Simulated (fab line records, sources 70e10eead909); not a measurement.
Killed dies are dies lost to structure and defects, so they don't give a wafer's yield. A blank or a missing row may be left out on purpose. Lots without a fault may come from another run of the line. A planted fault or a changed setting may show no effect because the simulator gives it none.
Which tool did it? | flow nand_harc | 12 lots, 36 wafers sampled, at 5 steps of a route of 1302

WHAT THE GAUGES READ, wafer by wafer
NHARC_END_SORT_01. Usual: killed_at_array 59, standard deviation 20; killed_at_other 0.8, standard deviation 1.2; killed_at_periphery 3.5, standard deviation 2.2; killed_dies 63, standard deviation 20; killed_open 3.3, standard deviation 1.8; killed_short 2.6, standard deviation 1.7.
lot  | measured     | on        | killed_at_array | killed_at_other | killed_at_periphery | killed_dies | killed_open | killed_short | flag
L997 | day 29 21:09 | prober-02 | 66 65 672       | 1 1 0           | 4 3 5               | 71 69 677   | 5 2 3       | 3 3 4        | OFF

WHICH TOOL RAN EACH LOT (tool, then ch and the chambers of the sampled wafers, then the start)
lot  | NHARC_A_STAIRCASE_ETCH_27                     | NHARC_A_STAIRCASE_STRIP_175          | NHARC_A_STAIRCASE_ETCH_197         | NHARC_A_STAIRCASE_TRIM_198
L984 | rie_diel-05 ch 0,1,3, day 16 01:53 or earlier | plasma_asher-01 ch 0,1, day 16 01:53 | rie_diel-09 ch 2,3, day 16 04:55   | rie_diel-09 ch 0,1,2, no start
L985 | rie_diel-05 ch 1,2,3, day 17 00:32 or earlier | plasma_asher-02 ch 0,1, day 17 00:32 | rie_diel-05 ch 2,3, day 17 03:21   | rie_diel-05 ch 0,2,3, no start
L987 | rie_diel-09 ch 0,1,2, day 17 06:40 or earlier | plasma_asher-02 ch 0,1, day 17 06:40 | rie_diel-05 ch 0,2,3, day 17 09:50 | rie_diel-05 ch 0,1,2, no start
L988 | rie_diel-09 ch 0,1,3, day 18 00:05 or earlier | plasma_asher-02 ch 0,1, day 18 00:05 | rie_diel-09 ch 0,1,3, day 18 02:51 | rie_diel-09 ch 0,1,3, no start
L990 | rie_diel-05 ch 1,2,3, day 18 14:17 or earlier | plasma_asher-01 ch 0,1, day 18 14:17 | rie_diel-09 ch 0,1,3, day 18 17:12 | rie_diel-09 ch 0,1, no start
L992 | rie_diel-09 ch 0,1, day 19 17:39 or earlier   | plasma_asher-01 ch 0,1, day 19 17:39 | rie_diel-05 ch 1,2, day 19 20:32   | rie_diel-05 ch 1,3, no start
L994 | rie_diel-09 ch 0,2,3, day 20 08:48 or earlier | plasma_asher-02 ch 0,1, day 20 08:48 | rie_diel-09 ch 0,1,2, day 20 11:48 | rie_diel-09 ch 2,3, no start
L997 | rie_diel-08 ch 2,3, day 21 17:16 or earlier   | plasma_asher-02 ch 0,1, day 21 17:16 | rie_diel-05 ch 0,1,3, day 21 20:23 | rie_diel-05 ch 0,1,2, day 29 21:09 or earlier
L998 | rie_diel-08 ch 0,2, day 22 03:43 or earlier   | plasma_asher-01 ch 0,1, day 22 03:43 | rie_diel-08 ch 0,3, day 22 06:32   | rie_diel-08 ch 0,2,3, no start
L103 | rie_diel-08 ch 0,1, day 24 10:09 or earlier   | plasma_asher-02 ch 0,1, day 24 10:09 | rie_diel-09 ch 0,2,3, day 24 12:59 | rie_diel-09 ch 1,2, no start
L105 | rie_diel-05 ch 0,3, day 24 23:18 or earlier   | plasma_asher-02 ch 0,1, day 24 23:18 | rie_diel-08 ch 1,2,3, day 25 02:02 | rie_diel-08 ch 0,1,2, no start
L106 | rie_diel-09 ch 1,2, day 26 06:41 or earlier   | plasma_asher-01 ch 0,1, day 26 06:41 | rie_diel-05 ch 2,3, day 26 09:28   | rie_diel-05 ch 0,2, no start
- NHARC_A_STAIRCASE_ETCH_27: etches the open film in C4F8/O2, target depth 100 nm, time 40.5 s.
- NHARC_A_STAIRCASE_STRIP_175: strips in O2.
- NHARC_A_STAIRCASE_ETCH_197: etches the open film in C4F8/O2, target depth 100 nm, time 40.5 s.
- NHARC_A_STAIRCASE_TRIM_198: chemistry O2, time 211.2 s.

WHAT THE TOOLS THEMSELVES READ (means of the sampled wafers that have a number; where no wafer has one, the mark that the record gives instead)
NHARC_A_STAIRCASE_ETCH_27. Usual: oes_product_au 0.943 a.u., standard deviation 0.011; rf_vpp_V 896 V, standard deviation 6.3.
lot  | tool        | oes_product_au (a.u.) | rf_vpp_V (V) | flag
L984 | rie_diel-05 | 0.938                 | 892          |
L985 | rie_diel-05 | 0.949                 | 890          |
L987 | rie_diel-09 | 0.937                 | 895          |
L988 | rie_diel-09 | 0.948                 | 898          |
L990 | rie_diel-05 | 0.947                 | 897          |
L992 | rie_diel-09 | 0.958                 | 898          |
L994 | rie_diel-09 | 0.936                 | 893          |
L997 | rie_diel-08 | 0.931                 | 896          |
L998 | rie_diel-08 | 0.941                 | 903          |
L103 | rie_diel-08 | 0.944                 | 899          |
L105 | rie_diel-05 | 0.949                 | 897          |
L106 | rie_diel-09 | 0.937                 | 893          |

NHARC_A_STAIRCASE_STRIP_175. Usual: drypump_motor_current_A 6.0 A, standard deviation 0.62; heater_power_w 349 W, standard deviation 33; rf_refl_power_W 22 W, standard deviation 8.1.
lot  | tool            | drypump_motor_current_A (A) | heater_power_w (W) | rf_refl_power_W (W) | flag
L984 | plasma_asher-01 | 6.6                         | 379                | -                   | OFF
L985 | plasma_asher-02 | 5.5                         | 339                | -                   | OFF
L987 | plasma_asher-02 | 5.5                         | 335                | -                   | OFF
L988 | plasma_asher-02 | 5.5                         | 332                | 21                  |
L990 | plasma_asher-01 | 6.5                         | 379                | 17                  |
L992 | plasma_asher-01 | 6.6                         | 382                | 18                  |
L994 | plasma_asher-02 | 5.9                         | 321                | 29                  |
L997 | plasma_asher-02 | 5.5                         | 334                | 22                  |
L998 | plasma_asher-01 | 6.6                         | 381                | 17                  |
L103 | plasma_asher-02 | 5.5                         | 336                | 21                  |
L105 | plasma_asher-02 | 5.9                         | 315                | -                   | OFF
L106 | plasma_asher-01 | 6.5                         | 389                | 17                  |

NHARC_A_STAIRCASE_ETCH_197. Usual: oes_product_au 0.949 a.u., standard deviation 0.014; rf_vpp_V 896 V, standard deviation 6.4.
lot  | tool        | oes_product_au (a.u.) | rf_vpp_V (V) | flag
L984 | rie_diel-09 | 0.955                 | 897          |
L985 | rie_diel-05 | 0.926                 | 890          |
L987 | rie_diel-05 | 0.954                 | 890          |
L988 | rie_diel-09 | 0.936                 | 898          |
L990 | rie_diel-09 | 0.941                 | 898          |
L992 | rie_diel-05 | 0.962                 | 891          |
L994 | rie_diel-09 | 0.935                 | 893          |
L997 | rie_diel-05 | 1.008                 | 897          | OFF
L998 | rie_diel-08 | 0.938                 | 894          |
L103 | rie_diel-09 | 0.964                 | 892          |
L105 | rie_diel-08 | 0.944                 | 900          |
L106 | rie_diel-05 | 0.937                 | 900          |

NHARC_A_STAIRCASE_TRIM_198. Usual: drypump_motor_current_A 6.14 A, standard deviation 0.26; oes_product_au 0.999 a.u., standard deviation 0.008; rf_vpp_V 57.8 V, standard deviation 0.89; showerhead_plenum_p_Torr 3.52 Torr, standard deviation 0.17; throttle_valve_pct 17.036 %, standard deviation 0.0086.
lot  | tool        | drypump_motor_current_A (A) | oes_product_au (a.u.) | rf_vpp_V (V) | showerhead_plenum_p_Torr (Torr) | throttle_valve_pct (%) | flag
L984 | rie_diel-09 | 6.10                        | 0.993                 | 57.9         | 3.49                            | 17.034                 |
L985 | rie_diel-05 | 6.11                        | 1.007                 | 57.4         | 3.38                            | 17.031                 |
L987 | rie_diel-05 | 6.02                        | 1.003                 | 57.0         | 3.43                            | 17.030                 |
L988 | rie_diel-09 | 5.99                        | 1.000                 | 57.8         | 3.58                            | 17.044                 |
L990 | rie_diel-09 | 6.13                        | 1.005                 | 58.5         | 3.47                            | 17.042                 |
L992 | rie_diel-05 | 6.18                        | 0.991                 | 57.9         | 3.55                            | 17.039                 |
L994 | rie_diel-09 | 6.09                        | 0.992                 | 58.6         | 3.55                            | 17.037                 |
L997 | rie_diel-05 | 6.01                        | 0.999                 | 56.8         | 3.42                            | 17.037                 |
L998 | rie_diel-08 | 6.34                        | 0.995                 | 58.4         | 3.56                            | 17.038                 |
L103 | rie_diel-09 | 5.81                        | 1.001                 | 57.3         | 3.58                            | 17.039                 |
L105 | rie_diel-08 | 6.22                        | 0.997                 | 57.6         | 3.68                            | 17.040                 |
L106 | rie_diel-05 | 6.03                        | 0.986                 | 57.9         | 3.38                            | 17.041                 |

THE ANSWER, worked out from the rows above alone
Rule: a lot is off if the mean of its wafers that have a number lies more than 3 standard deviations from the usual mean. A lot without any number at a reading at which 4 lots or more have one is off too. The other lots that the step has rows for count as sound. The gauges are gone through in route order, then the tools' own readings, and for those a lot's mean is taken as printed above. The first step at which some lot is off is used, and at that step the reading that is off furthest; a lot without a number counts as furthest.
Off: L997, at NHARC_END_SORT_01 (killed_dies). Neither off nor sound, because the step has no rows for them: L984, L985, L987, L988, L990, L992, L994, L998, L103, L105, L106.
A tool fits if, at a process step before that reading, it ran every lot that is off, and no sound lot after the first of them. The gauges at NHARC_END_SORT_01 aren't tried: what is off there is off at NHARC_A_STAIRCASE_ETCH_197 too, on other tools, and a gauge's error can't cause that. NHARC_A_STAIRCASE_ETCH_27 gives no start for some lots, so the hours and the order of its lots are those of NHARC_A_STAIRCASE_STRIP_175. NHARC_A_STAIRCASE_TRIM_198 gives no start for some lots, so the hours and the order of its lots are those of NHARC_END_SORT_01. Can't be told from this: 3 tools fit, rie_diel-08 at NHARC_A_STAIRCASE_ETCH_27, plasma_asher-02 at NHARC_A_STAIRCASE_STRIP_175, rie_diel-05 at NHARC_A_STAIRCASE_ETCH_197 and NHARC_A_STAIRCASE_TRIM_198.

WHAT THE SIMULATOR HAD PUT IN
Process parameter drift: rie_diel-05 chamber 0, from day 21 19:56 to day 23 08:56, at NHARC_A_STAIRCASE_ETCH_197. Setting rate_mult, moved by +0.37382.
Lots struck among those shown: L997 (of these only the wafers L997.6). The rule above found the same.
